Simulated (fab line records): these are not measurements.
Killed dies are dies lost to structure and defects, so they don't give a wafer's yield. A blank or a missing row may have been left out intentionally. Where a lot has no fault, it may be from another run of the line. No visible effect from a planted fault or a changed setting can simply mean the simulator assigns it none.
Matching of chambers | flow n5Finfet | 4 sister chambers for N5_BEOL_M2_STRIP_19 on rieDiel-03
The step strips in O2. 4 wafers are shown with their chamber, then 9 later ones without.

## WAFERS, EACH WITH ITS CHAMBER
wafer  | chamber | showerheadPlenumPTorr (Torr)
L085.4 | 3       | 2.10
L090.1 | 1       | 2.00
L090.2 | 0       | 2.07
L090.4 | 2       | 1.99

## WAFERS WHOSE CHAMBER IS MISSING
wafer  | showerheadPlenumPTorr (Torr)
L094.1 | 1.99
L094.2 | 1.99
L094.4 | 2.09
L095.1 | 1.99
L095.3 | 2.09
L095.6 | 1.99
L096.1 | 1.99
L096.3 | 1.99
L096.5 | 1.99

## THE CHAMBER EACH PASSED THROUGH
wafer  | from the rows above | in truth
L094.1 | 2                   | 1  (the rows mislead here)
L094.2 | 2                   | 2
L094.4 | 3                   | 3
L095.1 | 2                   | 2
L095.3 | 3                   | 3
L095.6 | 2                   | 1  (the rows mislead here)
L096.1 | 2                   | 2
L096.3 | 2                   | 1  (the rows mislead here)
L096.5 | 2                   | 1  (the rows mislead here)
Placed correctly: 5 of 9. Number that these rows cannot place: 0. Number placed wrongly: 4.
How it was worked out, from the rows above alone: a wafer's distance from a chamber is the root of the sum, over the readings, of the square of ((its reading less the chamber's mean) divided by the reading's scatter). The wafer belongs to the nearest chamber; if the next one is less than 2 further off, it can't be placed. The mean given for a chamber averages the wafers shown for that chamber. The scatter (one wafer shown for each chamber): square how far every hidden wafer sits from the nearest shown wafer, average those squares and take the square root.
